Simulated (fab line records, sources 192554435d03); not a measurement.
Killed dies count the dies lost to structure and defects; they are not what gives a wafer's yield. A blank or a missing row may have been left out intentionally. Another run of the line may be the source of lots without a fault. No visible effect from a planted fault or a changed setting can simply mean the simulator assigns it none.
8D (eight disciplines) problem report, filled in by code | flow n5-finfet | the parts of the form that need people (team, actions taken, sign-off) are left out

== 1. THE PROBLEM ==
Wafers without a fault read 225, standard deviation 59; raw-defect-count at N5_FIN_CUT_INSPECT_17 reads a mean of 1551 on 9 wafers belonging to 3 lots. Relative to the usual mean, that is a shift of +22 standard deviations.
The step: inspects for defects (brightfield).
The first sign was on wafer L173.2 at day 5 17:06, on defect-inspect-01. The record holds 24 wafers of 8 lots with a number at this step. By rule, "out" or "out of limits" means more than 4 standard deviations away from the usual mean. Any other wafer with a number is counted as sound.

== 2. WHAT IT IS; WHAT IT IS NOT ==
question                    | is                                   | is not
which readings at this step | raw-defect-count                     | -
which lots                  | L173, L174, L177                     | L161, L162, L180, L181, L182
which wafers of those lots  | all that have a number               | -
read on which gauges        | defect-inspect-01, defect-inspect-02 | -
when                        | from day 5 17:06                     | up to then (6 sound wafers); but 9 sound wafers of L180, L181, L182 came after

== 3. WHAT RULES OUT EACH SUSPECT ==
Counting: a tool at any process step up to the reading remains a suspect when it ran all the lots that are out and ran no sound lot after the first of those.
- ruled out: the gauge at N5_FIN_CUT_INSPECT_17. The wafers that are out were read on 2 gauges (defect-inspect-01, defect-inspect-02).
- rie-diel-01 at N5_FIN_CUT_ETCH_30 (etches underlayer in N2/H2, target depth 13 nm, time 10.4 s): kept. Every lot that is out went through it, starting with L173 (day 5 16:10), and after that it ran no sound lot; the last sound lot it ran before then is L162 (day 2 21:01).
- rie-diel-01 at N5_FIN_CUT_ETCH_20 (etches SiARC in CF4, target depth 26 nm, time 43.3 s): kept. Every lot that is out went through it, starting with L173 (day 5 16:11), and after that it ran no sound lot; the last sound lot it ran before then is L162 (day 2 21:02).
- rie-diel-01 at N5_FIN_CUT_ETCH_21 (etches SOC in N2/H2, target depth 219 nm, overetch 43.8 nm, time 523.5 s): kept. Every lot that is out went through it, starting with L173 (day 5 16:13), and after that it ran no sound lot; the last sound lot it ran before then is L162 (day 2 21:04).
The count leaves rie-diel-01 at N5_FIN_CUT_ETCH_30, rie-diel-01 at N5_FIN_CUT_ETCH_20, and rie-diel-01 at N5_FIN_CUT_ETCH_21.

== 4. THE CAUSE (what the simulator had put in) ==
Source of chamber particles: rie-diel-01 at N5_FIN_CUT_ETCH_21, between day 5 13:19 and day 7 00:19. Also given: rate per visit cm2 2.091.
Of the 3 suspects that counting leaves, this tool is one.

== 5. SEQUENCE OF EFFECTS, ordered by route ==
Each row: a reading where the mean over the struck wafers with a number is more than 3 standard deviations away from the usual. Readings are gone through only where the record gives a usual standard deviation; hours: the median, over the lots, of the time from a lot's start at the first step in this table giving one to that lot's start at this step; sigmas: the change measured in usual standard deviations.
hours | step                    | reading              | usual  | on struck wafers | change | sigmas
0     | N5_FIN_CUT_INSPECT_17   | raw-defect-count     | 225    | 1551             | +1326  | +22
237   | N5_PASSIVATION_PROBE_49 | defect-limited-yield | 91.3 % | 82.3             | -9.0   | -6.0
237   | N5_PASSIVATION_PROBE_49 | killed-at-front-end  | 39     | 151              | +112   | +10
237   | N5_PASSIVATION_PROBE_49 | killed-dies          | 102    | 209              | +107   | +5.9
237   | N5_PASSIVATION_PROBE_49 | sort_bin_5_function  | 5.1 %  | 10.0             | +4.9   | +4.9
237   | N5_PASSIVATION_PROBE_49 | sort-n-pass          | 1077   | 971              | -106   | -5.6
237   | N5_PASSIVATION_PROBE_49 | sort-yield-pct       | 91.3 % | 82.3             | -9.0   | -5.6
Process steps it contains:
- N5_PASSIVATION_PROBE_49
At these later measuring or inspecting steps, every struck wafer for which the step has a row has a number for every such reading, and none has moved that far: N5_BEOL_M4_RC_MEAS_101.

== 6. WHAT WOULD HAVE CAUGHT IT SOONER ==
The first out-of-limits reading at a measuring or inspecting step in this record came at day 5 17:06, 4 hours after the fault's start at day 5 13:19.
Tool readings at N5_FIN_CUT_ETCH_21 with a usual standard deviation given in the record: none out on any struck wafer, hence no alarm at a limit of 4 standard deviations on them.
Of the lots that are out (3), L174, L177 began N5_FIN_CUT_ETCH_21 on rie-diel-01 after day 5 17:06. A hold on the tool at that time would have spared those 2.
